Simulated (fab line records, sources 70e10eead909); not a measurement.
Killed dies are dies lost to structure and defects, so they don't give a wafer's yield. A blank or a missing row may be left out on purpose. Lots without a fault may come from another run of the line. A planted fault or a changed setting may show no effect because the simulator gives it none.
Chamber matching | flow nand_harc | NHARC_A_SGD_CUT_CMP_21 on cmp-02: 4 sister chambers
The step polishes, target thk 148.19 nm. 8 wafers are shown with their chamber, then 9 later ones without.

WAFERS WITH THEIR CHAMBER
wafer  | chamber | motor_current_A (A) | time_to_endpoint_s (s)
L077.3 | 1       | 10.6                | 53
L080.6 | 0       | 10.2                | 55
L082.5 | 0       | 9.6                 | 58
L086.5 | 3       | 11.3                | 54
L086.6 | 2       | 12.8                | 49
L090.3 | 3       | 11.1                | 51
L090.5 | 1       | 10.8                | 48
L090.6 | 2       | 12.9                | 43

WAFERS WITHOUT THEIR CHAMBER
wafer  | motor_current_A (A) | time_to_endpoint_s (s)
L092.1 | 11.9                | 51
L092.3 | 10.6                | 49
L092.4 | 12.2                | 44
L094.2 | 10.3                | 55
L094.3 | 13.1                | 47
L094.4 | 9.9                 | 50
L095.1 | 10.6                | 51
L095.2 | 11.4                | 52
L095.5 | 9.8                 | 54

WHICH CHAMBER EACH WENT THROUGH
wafer  | from the rows above     | in truth
L092.1 | can't be placed: 3 or 2 | 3
L092.3 | 1                       | 1
L092.4 | 2                       | 2
L094.2 | can't be placed: 0 or 1 | 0
L094.3 | 2                       | 2
L094.4 | can't be placed: 0 or 1 | 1
L095.1 | 1                       | 1
L095.2 | 3                       | 3
L095.5 | 0                       | 0
Placed correctly: 6 of 9. Can't be placed from these rows: 3 (the true chamber is among the candidates in 3). Placed wrongly: 0.
How it was worked out, from the rows above alone: a wafer's distance from a chamber is the root of the sum, over the readings, of the square of ((its reading less the chamber's mean) divided by the reading's scatter). The wafer belongs to the nearest chamber; if the next one is less than 2 further off, it can't be placed. A chamber's mean is the mean of its shown wafers. The scatter: the root of (the sum of the squares of (reading less its chamber's mean) over the shown wafers, divided by (wafers less chambers)).
